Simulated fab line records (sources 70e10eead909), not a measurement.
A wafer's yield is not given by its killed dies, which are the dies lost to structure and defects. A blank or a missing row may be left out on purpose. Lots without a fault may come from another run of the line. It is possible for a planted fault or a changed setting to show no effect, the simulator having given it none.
The tool behind it: which one? -- flow nand harc -- 14 lots, 42 wafers sampled, at 5 steps of a route of 1302

== WHAT THE GAUGES SHOWED, per wafer ==
NHARC_A_ZERO_WELL_CD_MEAS_10 targets a cd of 2000 nm. Usual: 1998.9 nm for cd nm, sd 1.9.
lot,measured,on,cd nm (nm),flag
L215,day 6 18:55,cd sem-01,2000.4 2001.8 2001.5,
L216,day 7 09:23,cd sem-02,1996.8 2002.5 1998.7,
L218,day 7 22:42,cd sem-03,1998.7 1997.7 1997.4,
L219,day 8 13:08,cd sem-02,1996.7 2000.3 2001.6,
L221,day 9 06:05,cd sem-02,1997.3 1999.1 2002.3,
L222,day 9 13:52,cd sem-02,1996.2 1997.5 2001.6,
L223,day 10 04:09,cd sem-03,1999.4 1998.5 1996.3,
L230,day 12 22:38,cd sem-01,1997.5 1998.8 2000.2,
L232,day 13 16:36,cd sem-01,1998.2 2000.7 1998.2,
L234,day 14 16:07,cd sem-02,1998.7 1999.5 2000.3,
L235,day 14 23:04,cd sem-03,2000.0 1998.7 1996.0,
L236,day 15 11:40,cd sem-03,1998.6 2001.5 2000.7,
L237,day 15 21:16,cd sem-02,1999.8 1997.5 2000.5,
L238,day 16 04:35,cd sem-02,2000.2 2002.5 2001.0,

NHARC_A_SOURCE_PLATE_THK_MEAS_06: measures by ellipsometry. Usual: 200.1 nm for thk nm, sd 2.4.
lot,measured,on,thk nm (nm),flag
L215,day 7 15:41,film metro-02,202.4 199.0 202.3,
L216,day 8 07:02,film metro-02,203.0 199.2 201.7,
L218,day 8 20:35,film metro-01,200.3 203.5 202.7,
L219,day 9 11:04,film metro-02,201.8 201.4 200.7,
L221,day 10 02:58,film metro-02,202.0 202.0 203.3,
L222,day 10 11:14,film metro-02,202.4 203.2 202.7,
L223,day 11 01:53,film metro-01,201.0 202.0 202.9,
L230,day 13 21:15,film metro-02,197.4 201.3 200.9,
L232,day 14 11:38,film metro-02,196.8 195.3 198.5,
L234,day 15 12:49,film metro-01,200.2 201.5 200.1,
L235,day 15 22:09,film metro-01,198.3 199.0 202.4,
L236,day 16 08:52,film metro-01,199.4 198.6 199.1,
L237,day 16 19:56,film metro-01,201.8 200.8 202.8,
L238,day 17 03:11,film metro-01,202.7 199.7 198.6,

NHARC_A_ONON_D1_THK_MEAS_02: measures by ellipsometry. Usual: 1001 nm for thk nm, sd 6.9.
lot,measured,on,thk nm (nm),flag
L215,day 7 16:20,film metro-02,1007 1007 1007,
L216,day 8 07:40,film metro-01,997 997 996,
L218,day 8 21:14,film metro-02,999 999 997,
L219,day 9 11:45,film metro-02,996 996 996,
L221,day 10 03:39,film metro-02,1006 1007 1005,
L222,day 10 11:56,film metro-01,1164 1162 1165,OFF
L223,day 11 02:35,film metro-02,1154 1154 1154,OFF
L230,day 13 21:53,film metro-01,992 993 994,
L232,day 14 12:16,film metro-01,991 993 991,
L234,day 15 13:28,film metro-01,996 996 1001,
L235,day 15 22:47,film metro-02,1011 1011 1010,
L236,day 16 09:32,film metro-02,1003 1002 1002,
L237,day 16 20:35,film metro-01,986 986 986,
L238,day 17 03:49,film metro-01,1010 1009 1011,

NHARC_END_SORT_01. Usual: killed at array 56, standard deviation 19; killed at other 0.6, standard deviation 1; killed at periphery 3.9, standard deviation 2.7; killed dies 61, standard deviation 19; killed open 3.3, standard deviation 1.9; killed short 2.4, standard deviation 1.7.
lot,measured,on,killed at array,killed at other,killed at periphery,killed dies,killed open,killed short,flag
L215,day 24 14:05,prober-01,59 46 46,0 1 1,9 4 13,68 51 60,4 1 6,2 1 3,
L216,day 25 09:58,prober-01,26 29 26,0 1 1,2 2 5,28 32 32,4 1 2,0 3 0,
L218,day 25 12:58,prober-02,68 75 59,0 0 0,2 1 1,70 76 60,4 3 2,2 4 1,
L219,day 25 17:46,prober-01,52 39 49,0 0 1,3 0 1,55 39 51,1 0 3,4 1 5,
L221,day 27 21:47,prober-02,51 62 64,0 0 0,1 2 0,52 64 64,2 4 2,4 3 4,
L222,day 27 14:01,prober-01,675 673 672,0 0 1,2 4 4,677 677 677,2 2 1,2 2 4,OFF
L223,day 27 15:38,prober-02,669 671 675,0 0 0,8 6 2,677 677 677,2 2 5,3 0 4,OFF
L230,day 31 05:36,prober-02,74 72 72,2 2 0,9 3 2,85 77 74,4 7 4,3 2 6,
L232,day 30 22:01,prober-01,32 29 23,2 5 2,2 4 5,36 38 30,3 7 7,3 1 5,
L234,day 31 22:58,prober-02,61 78 68,0 0 0,1 4 5,62 82 73,7 4 1,2 1 5,
L235,day 32 21:01,prober-02,78 76 80,0 0 0,1 3 4,79 79 84,4 6 2,1 2 4,
L236,day 32 18:44,prober-01,67 48 52,1 1 1,4 3 5,72 52 58,5 1 2,2 1 4,
L237,day 33 03:29,prober-01,53 37 50,0 2 0,13 5 3,66 44 53,2 3 5,6 0 2,
L238,day 33 04:50,prober-02,69 75 79,0 0 0,6 0 9,75 75 88,2 2 3,7 6 1,

== WHAT TOOL EACH LOT RAN ON (gives the tool, then ch and the chambers of the sampled wafers, and finally the start) ==
lot,NHARC_A_ONON_D1_DEP_00
L215,"pecvd onon-02 ch 0, day 7 15:49"
L216,"pecvd onon-03 ch 0, day 8 07:10"
L218,"pecvd onon-01 ch 0, day 8 20:47"
L219,"pecvd onon-01 ch 0, day 9 11:14"
L221,"pecvd onon-02 ch 0, day 10 03:08"
L222,"pecvd onon-02 ch 0, day 10 11:25"
L223,"pecvd onon-02 ch 0, day 11 02:11"
L230,"pecvd onon-02 ch 0, day 13 21:26"
L232,"pecvd onon-02 ch 0, day 14 11:49"
L234,"pecvd onon-02 ch 0, day 15 12:57"
L235,"pecvd onon-02 ch 0, day 15 22:16"
L236,"pecvd onon-03 ch 0, day 16 09:02"
L237,"pecvd onon-02 ch 0, day 16 20:04"
L238,"pecvd onon-02 ch 0, day 17 03:19"
- NHARC_A_ONON_D1_DEP_00: target thk 1000 nm.

== WHAT THE TOOLS THEMSELVES READ (means of the sampled wafers that have a number; where no wafer has one, the mark that the record gives instead) ==
NHARC_A_ONON_D1_DEP_00. Usual: nh3 flow sccm 500.4 sccm, standard deviation 1.5; susceptor temp C 400.03 C, standard deviation 0.25.
lot,tool,nh3 flow sccm (sccm),susceptor temp C (C),flag
L215,pecvd onon-02,501.0,400.19,
L216,pecvd onon-03,501.4,400.27,
L218,pecvd onon-01,500.2,399.82,
L219,pecvd onon-01,499.8,400.13,
L221,pecvd onon-02,498.6,400.11,
L222,pecvd onon-02,499.6,399.97,
L223,pecvd onon-02,500.7,400.09,
L230,pecvd onon-02,499.3,400.24,
L232,pecvd onon-02,499.5,400.36,
L234,pecvd onon-02,500.7,399.65,
L235,pecvd onon-02,500.7,400.25,
L236,pecvd onon-03,499.9,400.12,
L237,pecvd onon-02,502.1,400.01,
L238,pecvd onon-02,500.0,400.18,

== THE ANSWER, worked out from the rows above alone ==
Rule: a lot is off if the mean of its wafers that have a number lies more than 3 standard deviations from the usual mean. A lot without any number at a reading at which 4 lots or more have one is off too. The other lots that the step has rows for count as sound. After the gauges, taken in route order, come the tools' own readings; for these a lot's mean is taken, as printed above. The first step at which some lot is off is used, and at that step the reading that is off furthest; a lot without a number counts as furthest.
Off, at NHARC_A_ONON_D1_THK_MEAS_02 on thk nm: L222, L223.
If a tool, at a process step before that reading, ran all the lots that are off and no sound lot after the first of them, it fits. Not tried: the gauges at NHARC_A_ONON_D1_THK_MEAS_02; whatever is off there is also off at NHARC_END_SORT_01, on other tools, and gauge error can't account for it. Of those tried, none fits.

== WHAT THE SIMULATOR HAD PUT IN ==
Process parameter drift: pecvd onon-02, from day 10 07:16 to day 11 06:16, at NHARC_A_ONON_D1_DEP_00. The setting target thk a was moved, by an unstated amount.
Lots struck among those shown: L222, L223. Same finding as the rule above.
